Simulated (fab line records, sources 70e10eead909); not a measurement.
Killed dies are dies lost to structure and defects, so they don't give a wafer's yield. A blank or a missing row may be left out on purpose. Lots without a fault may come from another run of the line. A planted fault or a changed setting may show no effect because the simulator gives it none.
Chamber matching | flow nand_harc | NHARC_A_CONTACT_ETCH_92 on rie_diel-02: 4 sister chambers
The step etches the open film in CH3F/O2, target depth 40 nm, time 85.7 s. 14 wafers are shown with their chamber, then 7 later ones without.

WAFERS WITH THEIR CHAMBER
wafer  | chamber | rf_vpp_V (V) | oes_product_au (a.u.) | bias_w (W)
L982.2 | 0       | 245.5        | 0.934                 | 99.8
L982.4 | 3       | 244.6        | 0.919                 | 100.0
L982.6 | 1       | 245.8        | 0.944                 | 99.8
L983.2 | 3       | 245.0        | 0.937                 | 100.4
L983.3 | 1       | 245.4        | 0.958                 | 100.6
L983.6 | 0       | 244.7        | 0.938                 | 100.1
L987.2 | 2       | 241.2        | 0.939                 | 100.0
L987.5 | 1       | 244.1        | 0.949                 | 100.1
L987.6 | 2       | 241.1        | 0.934                 | 99.6
L986.1 | 0       | 244.8        | 0.919                 | 99.9
L986.5 | 1       | 247.2        | 0.939                 | 99.9
L986.6 | 2       | 242.3        | 0.927                 | 100.0
L990.2 | 0       | 244.3        | 0.937                 | 99.8
L990.3 | 3       | 246.1        | 0.916                 | 100.4

SIGNATURES (means of the wafers above)
reading        | chamber 0 | chamber 1 | chamber 2 | chamber 3 | scatter within a chamber
rf_vpp_V       | 244.825   | 245.625   | 241.533   | 245.233   | 0.879
oes_product_au | 0.93200   | 0.94750   | 0.93333   | 0.92400   | 0.00873
bias_w         | 99.900    | 100.100   | 99.867    | 100.267   | 0.256
Rule: a wafer's distance from a chamber is the root of the sum, over the readings, of the square of ((its reading less the chamber's mean) divided by the reading's scatter). The wafer belongs to the nearest chamber; if the next one is less than 2 further off, it can't be placed. The scatter: the root of (the sum of the squares of (reading less its chamber's mean) over the shown wafers, divided by (wafers less chambers)).

WAFERS WITHOUT THEIR CHAMBER
wafer  | rf_vpp_V (V) | oes_product_au (a.u.) | bias_w (W)
L990.5 | 247.3        | 0.933                 | 100.1
L989.4 | 246.0        | 1.015                 | 99.8
L989.5 | 244.7        | 1.023                 | 99.8
L989.6 | 242.3        | 1.001                 | 100.5
L100.1 | 245.3        | 0.928                 | 100.7
L100.2 | 246.1        | 0.938                 | 99.3
L100.5 | 244.8        | 0.914                 | 99.6

WHICH CHAMBER EACH WENT THROUGH
wafer  | from the rows above          | in truth
L990.5 | can't be placed: 1 or 3 or 0 | 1
L989.4 | can't be placed: 1 or 0      | 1
L989.5 | can't be placed: 1 or 0      | 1
L989.6 | can't be placed: 1 or 2 or 0 | 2
L100.1 | can't be placed: 3 or 0 or 1 | 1
L100.2 | can't be placed: 0 or 1 or 3 | 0
L100.5 | can't be placed: 0 or 3      | 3
Placed correctly: 0 of 7. Can't be placed from these rows: 7 (the true chamber is among the candidates in 7). Placed wrongly: 0.
